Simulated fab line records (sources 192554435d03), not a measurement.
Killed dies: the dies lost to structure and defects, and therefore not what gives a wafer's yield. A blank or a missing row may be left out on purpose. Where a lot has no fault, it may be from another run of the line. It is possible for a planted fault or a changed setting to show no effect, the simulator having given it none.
fab line records -- flow n5Finfet
record lots=5, wafers=14, lastDay=16
route steps=1938 shown TV_LITHO@1886 TV_OPEN@1887 PAD_METAL@1893 PASSIVATION@1897
lots with no fault: from the same line, run without faults
startH: start of the lot's first displayed wafer, in hours after the record's first day -- waitH: how many hours have passed since the lot's step before this one -- " repeats the value in the row above -- L1.1+2: a single row standing in for several wafers -- - no value, or no start was given -- * or withheld: withheld -- < > ~ a bound
route shown NAME@n: a module of which the file shows steps, and the number in the route of the first -- usual: mean/standard deviation of fault-free wafers -- same: alike in all rows -- chamber/n: place in a boat -- sites: each site's reading -- _std_site: standard deviation across them -- _edge_site: mean of outer sites minus mean of inner sites -- radiusMm: for every site, how far away it sits from the centre of the wafer -- mask NAME#n: copy n -- behind: the most recent tool/chamber to have shaped the wafer -- hold: why the lot went on hold/how many hours it stayed there/how the hold came to an end -- device: whichever transistor did not switch (one of n, p or np) -- end of line: tests of these same wafers at the route's end -- a step with no rows: only its recipe -- killed: dies that structure and defects cost at the first sort, which is not the same as the wafer's yield -- map: shows each die of a wafer: x if killed, . if not, _ if none is there
set.NAME: setting as actually run; set.NAME@STEP: the setting as run at that earlier step -- model.NAME: the simulator's own value behind a step, which no gauge read
a table for each step, a row for each wafer; lots at some steps of the route
services: the hour from which a tool's chamber was out of use, counted from the record's first day as startH (under 0 if before that day), plus the number of hours and why
## steps
# step N5_PASSIVATION_DESCUM_12
# recipe chemistry=O2, timeS=7.9, sourcePowerW=50, biasPowerW=20, pressureMtorr=20, rfFrequencyHz=2.712e+07, tempC=40, o2FlowSccm=225
# step N5_PASSIVATION_PASS_ETCH_74
# recipe chemistry=CF4/O2, target=SiNx, targetDepthA=2200, timeS=110, ionEnergyEv=100, pressureMtorr=40, sourceW=535, biasW=49, Ar_flow_sccm=100, cf4FlowSccm=100, O2_flow_sccm=10
# step N5_PASSIVATION_VIA_ETCH_13
# recipe chemistry=CHF3/O2, target=SiO2, targetDepthA=6600, CHF3_flow_sccm=50, O2_flow_sccm=5, Ar_flow_sccm=200, timeS=330, maskMaterial=PR, pressureMtorr=30, sourceW=650, biasW=170, ionEnergyEv=200, ends=cleared
# step N5_PASSIVATION_STRIP_14
# recipe chemistry=O2, powerW=600, tempC=60, pressureMtorr=30, rfFrequencyHz=6e+07, biasPowerW=0, overashFraction=0.5, o2FlowSccm=225
# step N5_PASSIVATION_ETCH_15
# recipe chemistry=CF4/N2, target=SiCN, targetDepthA=750, taperDeg=2, timeS=81.2, ionEnergyEv=150, maskMaterial=SiNx, pressureMtorr=40, sourceW=430, biasW=70, Ar_flow_sccm=100, cf4FlowSccm=60, n2FlowSccm=60
# step N5_PASSIVATION_STRIP_73
# recipe chemistry=postEtchResidueRemover, timeS=60, tempC=25, removerPh=withheld, removerWaterWtPct=withheld, removerFluorideWtPct=withheld
# step N5_PASSIVATION_SRD_17
# recipe timeS=30, tempC=23, rinseLiquid=diw, dry=n2Spin, spinRpm=1500, dryTimeS=30
# step N5_PASSIVATION_DEGAS_18
# recipe ambient=vacuum, tempC=300, timeS=60
# step N5_PASSIVATION_PRE_CLEAN_19
# recipe gas=H2/He, timeS=*, tempC=*
# step N5_PASSIVATION_SPUTTER_20
# recipe material=TaN, targetThkA=500, tempC=25, chamberPressurePa=0.4
# step N5_PASSIVATION_AL_DEP_21
# recipe material=Al, targetThkA=28000, tempC=400, timeS=170, powerW=30000, chamberPressurePa=0.4, gas=Ar
# usual throttleValvePct=29.5/1.3
lot.wafer,tool,chamber,startH,waitH,throttleValvePct,model.Al_of_PASSIVATION_AL_DEP_21.thkNm
L271.2,pvdSputter-01,-,277.74,0.1,31.1,2795
L271.3,pvdSputter-01,-,277.74,0.1,27.0,2810
L271.5,pvdSputter-01,-,277.74,0.1,31.1,2798
L272.2,pvdSputter-01,-,280.96,0.1,31.0,2870
L272.3,pvdSputter-01,-,280.96,0.1,30.5,2770
L272.4,pvdSputter-01,-,280.96,0.1,27.4,2785
L274.2,pvdSputter-01,-,282.14,0.1,30.5,2898
L274.4,pvdSputter-01,-,282.14,0.1,31.1,2800
L273.1,pvdSputter-01,-,283.06,0.1,30.8,2925
L273.3,pvdSputter-01,-,283.06,0.1,27.1,2831
L273.4,pvdSputter-01,-,283.06,0.1,30.4,2831
L285.1,pvdSputter-03,-,370.06,0.1,30.6,2828
L285.3,pvdSputter-03,-,370.06,0.1,29.3,2830
L285.5,pvdSputter-03,-,370.06,0.1,30.2,2807
# step N5_PASSIVATION_HMDS_23
# recipe timeS=60, tempC=120
# step N5_PASSIVATION_COAT_24
# recipe spinRpm=3000, resistThkNm=withheld
# step N5_PASSIVATION_EBR_26
# recipe solvent=PGMEA, ebrWidthMm=1.5
# step N5_PASSIVATION_SOFTBAKE_25
# recipe tempC=100, timeS=90
# step N5_PASSIVATION_EXPOSE_27
# recipe maskId=PAD, na=0.55, sourceShape=conventional, sigmaOuter=0.8, polarization=unpolarized, defocusNm=0, doseMj=32.3
# step N5_PASSIVATION_PEB_28
# recipe pebTempC=withheld, pebTimeS=*
# step N5_PASSIVATION_DEVELOP_29
# recipe developTimeS=60, rinseLiquid=diw, dry=airSpin, devTempC=21
# step N5_PASSIVATION_HARDBAKE_31
# recipe tempC=130, timeS=120
# step N5_PASSIVATION_DESCUM_32
# recipe chemistry=O2, timeS=7.9, sourcePowerW=50, biasPowerW=20, pressureMtorr=20, rfFrequencyHz=2.712e+07, tempC=40, o2FlowSccm=225
# step N5_PASSIVATION_AL_ETCH_33
# recipe chemistry=Cl2/BCl3, targetDepthA=28000, overEtchFrac=0.15, Cl2_flow_sccm=180, bcl3FlowSccm=60, target=Al, stopOn=TaN, timeS=466.7, ionEnergyEv=100, pressureMtorr=10, icpW=900, biasW=100
# step N5_PASSIVATION_ETCH_59
# recipe chemistry=Cl2/BCl3, target=TaN, targetDepthA=650, timeS=34.9, ionEnergyEv=100, pressureMtorr=10, icpW=900, biasW=100, Cl2_flow_sccm=60, bcl3FlowSccm=30
# step N5_PASSIVATION_STRIP_34
# recipe chemistry=O2, powerW=600, tempC=60, pressureMtorr=30, rfFrequencyHz=6e+07, biasPowerW=0, overashFraction=2, o2FlowSccm=225
# step N5_PASSIVATION_STRIP_51
# recipe chemistry=postEtchResidueRemover, timeS=1200, tempC=72.5
# step N5_PASSIVATION_CLEAN_69
# recipe chemistry=IPA, timeS=180, tempC=25
# step N5_PASSIVATION_SRD_70
# recipe dry=ipaMarangoni, timeS=30, tempC=23, rinseLiquid=diw
# step N5_PASSIVATION_PECVD_53
# recipe material=SiO2, targetThkA=8000, tempC=400, precursor=TEOS/O2, pressureTorr=6.5, rfW=withheld, teosFlowSccm=withheld, gas=O2, flowSccm=2650, timeS=169.4
# step N5_PASSIVATION_PECVD_35
# recipe material=SiNx, targetThkA=7000, tempC=400, precursor=SiH4/NH3/N2, pressureTorr=4.9, rfW=1406, timeS=151.3
# step N5_PASSIVATION_HMDS_37
# recipe timeS=60, tempC=120
# step N5_PASSIVATION_COAT_38
# recipe spinRpm=3000, resistThkNm=withheld
# step N5_PASSIVATION_EBR_40
# recipe solvent=PGMEA, ebrWidthMm=1.5
# step N5_PASSIVATION_SOFTBAKE_39
# recipe tempC=110, timeS=120
# step N5_PASSIVATION_EXPOSE_41
# recipe maskId=PASS_OPEN, na=0.55, defocusNm=0, sourceShape=conventional, sigmaOuter=0.8, polarization=unpolarized, targetCdNm=40000, doseMj=57.25
# step N5_PASSIVATION_PEB_42
# recipe pebTempC=withheld, pebTimeS=*
# step N5_PASSIVATION_DEVELOP_43
# recipe developTimeS=60, rinseLiquid=diw, dry=airSpin, devTempC=21
# step N5_PASSIVATION_HARDBAKE_45
# recipe tempC=130, timeS=120
# step N5_PASSIVATION_STRIP_52
# recipe chemistry=postEtchResidueRemover, timeS=1200, tempC=72.5
lot.wafer,tool,chamber,startH,waitH,model.Al_of_PASSIVATION_AL_DEP_21.thkNm
L271.2,wetBench-03,2,280.92,-,2779
L271.3,wetBench-03,6,280.92,-,2794
L271.5,wetBench-03,3,280.92,-,2782
L272.2,wetBench-03,0,284.26,-,2855
L272.3,wetBench-03,2,284.26,-,2755
L272.4,wetBench-03,6,284.26,-,2769
L274.2,wetBench-02,2,285.43,-,2883
L274.4,wetBench-02,0,285.43,-,2784
L273.1,wetBench-02,7,286.09,-,2910
L273.3+4,wetBench-02,"3,4",286.09,-,2816
L285.1,wetBench-03,3,373.77,-,2813
L285.3,wetBench-03,2,373.77,-,2815
L285.5,wetBench-03,0,373.77,-,2792
# step N5_PASSIVATION_PROBE_49
# usual defectLimitedYield=91.6/1.4, killed_at_M0_to_M3=35/10, killed_at_M4_up=13/5.3, killedAtContacts=12/5.9, killedAtFrontEnd=36/9.9, killedAtOther=3.2/3, killedDies=99/16, killedOpen=66/12, killedShort=32/7.7, sort_bin_5_function=4.9/0.91, sort_bin_6_memory=3.2/0.65, sortNPass=1081/16, sortYieldPct=91.6/1.4
# same grossDies=1180, killedAtBackSide=0, sort_bin_4_leakage[%]=0, sort_bin_8_speed[%]=0
lot.wafer,tool,chamber,startH,waitH,defectLimitedYield[%],killed_at_M0_to_M3,killed_at_M4_up,killedAtContacts,killedAtFrontEnd,killedAtOther,killedDies,killedOpen,killedShort,sort_bin_5_function[%],sort_bin_6_memory[%],sortNPass,sortYieldPct[%]
L271.2,prober-01,-,283.64,0.1,90.2,29,24,17,46,0,116,78,37,6.3,3.4,1064,90.2
L271.3,prober-01,-,283.69,0.1,91.6,20,14,14,51,0,99,81,18,4.8,3.4,1081,91.6
L271.5,prober-01,-,283.79,0.2,91.9,18,22,10,45,1,96,66,30,3.8,4.2,1084,91.9
L272.2,prober-01,-,286.74,0.1,92.8,23,20,4,38,0,85,64,21,3.7,3.2,1095,92.8
L272.3,prober-01,-,286.79,0.1,93.6,31,6,4,33,1,75,55,19,3.4,2.6,1105,93.6
L272.4,prober-01,-,286.84,0.2,93.4,24,13,6,34,1,78,54,22,3.8,2.4,1102,93.4
L285.1,prober-01,-,376.19,0.0,92.4,25,8,20,35,2,90,61,29,4.2,2.9,1090,92.4
L285.3,prober-01,-,376.29,0.1,92.5,20,8,14,43,4,89,55,31,3.9,3.1,1091,92.5
L285.5,prober-01,-,376.39,0.2,92.4,28,16,15,28,3,90,67,22,4.2,3.4,1090,92.4
# killed by level:class
L271.2 STI_FIN_REVEAL:geometricParticle:open=14 FIN_SAQP:geometricParticle:open=12 MOL_CONTACT_COAG:geometricParticle:open=12 BEOL_M4:geometricParticle:open=10 BEOL_M0_SAQP:geometricParticle:short=8 BEOL_M3:geometricParticle:open=6 BEOL_M4:geometricParticle:short=6 FIN_SAQP:geometricParticle:short=5
L271.3 FIN_SAQP:geometricParticle:open=15 MOL_CONTACT_COAG:geometricParticle:open=14 BEOL_M4:geometricParticle:open=10 STI_FIN_REVEAL:geometricParticle:open=9 FIN_SAQP:geometricParticle:short=8 DUMMY_GATE:geometricParticle:open=5 BEOL_M0_SAQP:geometricParticle:open=4 BEOL_M0_SAQP:geometricParticle:short=4
L271.5 BEOL_M4:geometricParticle:open=12 MOL_CONTACT_COAG:geometricParticle:open=10 STI_FIN_REVEAL:geometricParticle:open=9 DUMMY_GATE:geometricParticle:open=9 BEOL_M0_SAQP:geometricParticle:open=8 STARTING-WAFER:geometricParticle:short=7 FIN_SAQP:geometricParticle:short=6 BEOL_M0_SAQP:geometricParticle:short=5
L272.2 STI_FIN_REVEAL:geometricParticle:open=12 FIN_SAQP:geometricParticle:open=9 BEOL_M0_SAQP:geometricParticle:open=6 BEOL_M5:geometricParticle:open=6 BEOL_M2:geometricParticle:open=5 DUMMY_GATE:geometricParticle:open=4 BEOL_M1:geometricParticle:open=4 BEOL_M4:geometricParticle:open=4
L272.3 FIN_SAQP:geometricParticle:open=15 BEOL_M2:geometricParticle:open=10 BEOL_M3:geometricParticle:open=9 STI_FIN_REVEAL:geometricParticle:open=6 FIN_SAQP:geometricParticle:short=3 BEOL_M0_SAQP:geometricParticle:open=3 BEOL_M3:geometricParticle:short=3 BEOL_M4:geometricParticle:open=3
L272.4 STI_FIN_REVEAL:geometricParticle:open=10 MOL_CONTACT_COAG:geometricParticle:open=6 BEOL_M1:geometricParticle:open=5 BEOL_M5:geometricParticle:open=5 GATE_CUT:geometricParticle:open=4 BEOL_M3:geometricParticle:open=4 BEOL_M0_SAQP:geometricParticle:short=4 BEOL_M1:geometricParticle:short=4
L285.1 MOL_CONTACT_COAG:geometricParticle:open=14 BEOL_M2:geometricParticle:open=9 FIN_SAQP:geometricParticle:open=8 MOL_CONTACT_COAG:geometricParticle:short=6 GATE_CUT:geometricParticle:open=5 GATE_CUT:geometricParticle:short=4 BEOL_M2:geometricParticle:short=4 STARTING-WAFER:geometricParticle:short=4
L285.3 MOL_CONTACT_COAG:geometricParticle:open=12 GATE_CUT:geometricParticle:short=7 FIN_SAQP:geometricParticle:open=6 FIN_SAQP:geometricParticle:short=5 DUMMY_GATE:geometricParticle:open=5 GATE_CUT:geometricParticle:open=5 BEOL_M0_SAQP:geometricParticle:short=4 BEOL_M0_SAQP:geometricParticle:open=4
L285.5 MOL_CONTACT_COAG:geometricParticle:open=12 BEOL_M1:geometricParticle:open=9 BEOL_M5:geometricParticle:open=6 FIN_SAQP:geometricParticle:open=5 BEOL_M3:geometricParticle:open=5 STI_FIN_REVEAL:geometricParticle:open=4 GATE_CUT:geometricParticle:open=4 BEOL_M1:geometricParticle:short=4
## services
tool,chamber,startH,hours,kind
wetBench-02,-,262.00,2.2,repair
pvdSputter-01,-,371.82,3.9,repair
## key
firstSign none at tools or gauges
modelEffect step=N5_PASSIVATION_AL_DEP_21, value=Al_of_PASSIVATION_AL_DEP_21.thkNm, without=2803, struck=2898
modelEffect step=N5_PASSIVATION_STRIP_52, value=Al_of_PASSIVATION_AL_DEP_21.thkNm, without=2788, struck=2882
metAt N5_PASSIVATION_AL_DEP_21
struckWafers L272.2,L273.1,L274.2
onsetBetween 277.74 280.96
fault kind=processParameterDrift, tool=pvdSputter-01, chamber=-, onsetH=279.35, steps=N5_PASSIVATION_AL_DEP_21, channel=timeS, offset=*, shape=step, endH=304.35, scope=struckWafersOnly, actsIn=*, stated=*
